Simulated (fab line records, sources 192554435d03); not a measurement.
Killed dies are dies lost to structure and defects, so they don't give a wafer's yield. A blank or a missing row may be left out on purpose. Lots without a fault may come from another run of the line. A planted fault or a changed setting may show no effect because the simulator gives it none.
Which tool did it? | flow n5_finfet | 15 lots, 45 wafers sampled, at 2 steps of a route of 1938

WHAT THE GAUGES READ, wafer by wafer
N5_HKMG_FIN_INSPECT_61: inspects for defects (macro). Usual: raw_defect_count 1.7, standard deviation 1.3.
lot  | measured    | on                | raw_defect_count | flag
L619 | day 4 00:40 | defect_inspect-01 | 3 2 0            |
L620 | day 4 06:56 | defect_inspect-02 | 3 1 1            |
L621 | day 4 14:43 | defect_inspect-02 | 5 1 3            |
L622 | day 4 19:47 | defect_inspect-02 | 1 1 1            |
L623 | day 5 01:05 | defect_inspect-02 | 2 0 3            |
L624 | day 5 06:41 | defect_inspect-01 | 4 1 7            |
L625 | day 5 11:42 | defect_inspect-02 | 2 0 0            |
L632 | day 7 06:17 | defect_inspect-01 | 2 0 2            |
L633 | day 7 11:45 | defect_inspect-02 | 2 1 2            |
L635 | day 7 23:32 | defect_inspect-02 | 1 1 1            |
L636 | day 8 03:01 | defect_inspect-01 | 1 1 1            |
L639 | day 9 00:43 | defect_inspect-02 | 0 0 0            |
L640 | day 9 06:36 | defect_inspect-02 | 2 3 2            |
L642 | day 9 18:07 | defect_inspect-02 | 2 1 1            |
L641 | day 9 18:47 | defect_inspect-02 | 2 1 4            |

N5_HKMG_FIN_THK_MEAS_70: measures by xrf. Usual: HK_THK 1.582 nm, standard deviation 0.017.
lot  | measured    | on            | HK_THK (nm)       | flag
L619 | day 4 03:13 | film_metro-02 | 1.591 1.612 1.579 |
L620 | day 4 09:22 | film_metro-01 | 1.595 1.575 1.569 |
L621 | day 4 17:22 | film_metro-01 | 1.580 1.580 1.557 |
L622 | day 4 22:20 | film_metro-02 | 1.600 1.564 1.570 |
L623 | day 5 03:41 | film_metro-01 | 1.578 1.589 1.579 |
L624 | day 5 09:15 | film_metro-02 | 1.573 1.606 1.571 |
L625 | day 5 14:22 | film_metro-02 | 1.589 1.594 1.588 |
L632 | day 7 08:50 | film_metro-01 | 1.591 1.576 1.579 |
L633 | day 7 14:12 | film_metro-02 | 1.558 1.606 1.613 |
L635 | day 8 01:59 | film_metro-02 | 1.579 1.588 1.582 |
L636 | day 8 05:27 | film_metro-02 | 1.605 1.576 1.608 |
L639 | day 9 03:11 | film_metro-01 | 1.565 1.568 1.577 |
L640 | day 9 09:18 | film_metro-02 | 1.622 1.581 1.559 |
L642 | day 9 20:44 | film_metro-01 | 1.582 1.581 1.562 |
L641 | day 9 21:13 | film_metro-01 | 1.569 1.583 1.583 |

WHICH TOOL RAN EACH LOT (tool, then ch and the chambers of the sampled wafers, then the start)
The record holds no process step before these readings.

WHAT THE TOOLS THEMSELVES READ (means of the sampled wafers that have a number; where no wafer has one, the mark that the record gives instead)
The record holds no such reading with a usual standard deviation.

THE ANSWER, worked out from the rows above alone
Rule: a lot is off if the mean of its wafers that have a number lies more than 3 standard deviations from the usual mean. A lot without any number at a reading at which 4 lots or more have one is off too. The other lots that the step has rows for count as sound. The gauges are gone through in route order, then the tools' own readings, and for those a lot's mean is taken as printed above. The first step at which some lot is off is used, and at that step the reading that is off furthest; a lot without a number counts as furthest.
No lot is off at any reading shown: from this, nothing can be told.

WHAT THE SIMULATOR HAD PUT IN
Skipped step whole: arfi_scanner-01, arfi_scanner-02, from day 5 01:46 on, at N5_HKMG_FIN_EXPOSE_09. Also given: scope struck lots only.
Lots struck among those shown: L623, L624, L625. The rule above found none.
